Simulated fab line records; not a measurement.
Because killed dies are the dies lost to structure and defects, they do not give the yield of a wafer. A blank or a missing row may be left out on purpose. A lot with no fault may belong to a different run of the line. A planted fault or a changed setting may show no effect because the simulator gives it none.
One fault through the eyes of 2 desks | flow n5 finfet | each desk has only its own numbers; what lay behind them comes last

## METROLOGY DESK
What the gauges read, lot by lot, whatever tool the lot ran on: means of the sampled wafers that have a number. Any lot whose mean is over 4 standard deviations away from the usual mean is out of limits and marked OUT; that distance is given in the brackets. It has 10 readings; the 7 that lie furthest out on some lot are the ones shown.
Columns: A = DIBL_N at N5_BEOL_M4_RC_MEAS_101, usual 35.6 mV/V; B = DIBL_P at N5_BEOL_M4_RC_MEAS_101, usual 35.0 mV/V; C = IOFF_N at N5_BEOL_M4_RC_MEAS_101, usual 0.148 nA/um; D = IOFF_P at N5_BEOL_M4_RC_MEAS_101, usual 0.19 nA/um; E = SS_N at N5_BEOL_M4_RC_MEAS_101, usual 71.3 mV/dec; F = SS_P at N5_BEOL_M4_RC_MEAS_101, usual 73.0 mV/dec; G = VT_N at N5_BEOL_M4_RC_MEAS_101, usual 251 mV
lot  | first seen here | A    | B    | C     | D    | E    | F    | G
L194 | day 9 07:47     | 34.5 | 35.1 | 0.137 | 0.17 | 70.7 | 73.3 | 252
L201 | day 9 23:46     | 34.5 | 33.0 | 0.141 | 0.17 | 70.9 | 72.6 | 250
L206 | day 11 12:59    | 34.7 | 35.0 | 0.159 | 0.20 | 71.7 | 73.2 | 248
L214 | day 13 17:32    | 36.5 | 35.0 | 0.135 | 0.20 | 71.2 | 72.9 | 253
This desk's verdict: no lot among the 4 shows anything out of limits.

## FOR THE TOOL OWNER'S DESK: litho track-03
The tool's own readings at N5_BEOL_M0_CUTY_COAT_51 (resist thk 150 nm): means of the sampled wafers that have a number, for each lot that ran on this tool. Any lot whose mean is over 4 standard deviations away from the usual mean is out of limits and marked OUT; that distance is given in the brackets.
Columns: A = spin speed rpm at N5_BEOL_M0_CUTY_COAT_51, usual 1499.6 rpm
lot  | first seen here | A
L194 | day 7 09:13     | 1498.2
L201 | day 7 17:07     | 1456.0 (-48) OUT
L206 | day 8 20:21     | 1457.1 (-47) OUT
Finding of this desk: L201, L206 out of limits; the first was L201 at day 7 17:07, on spin speed rpm at N5_BEOL_M0_CUTY_COAT_51. In limits: L194.

## PUT TOGETHER
On L201, L206, at day 7 17:07, an alarm was possible from the tool owner's desk.
From the metrology desk's view, nothing was out of limits.
The metrology desk holds a record of L201, L206, inside its limits.
On litho track-03, each named lot ran N5_BEOL_M0_CUTY_COAT_51.

## WHAT THE SIMULATOR HAD INSERTED
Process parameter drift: litho track-03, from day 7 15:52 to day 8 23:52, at N5_BEOL_M0_CUTY_COAT_51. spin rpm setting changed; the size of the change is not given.
Shown lots that were struck: L201, L206.
Each desk's first reading out of limits, in hours after the fault started: the tool owner's desk, 1.
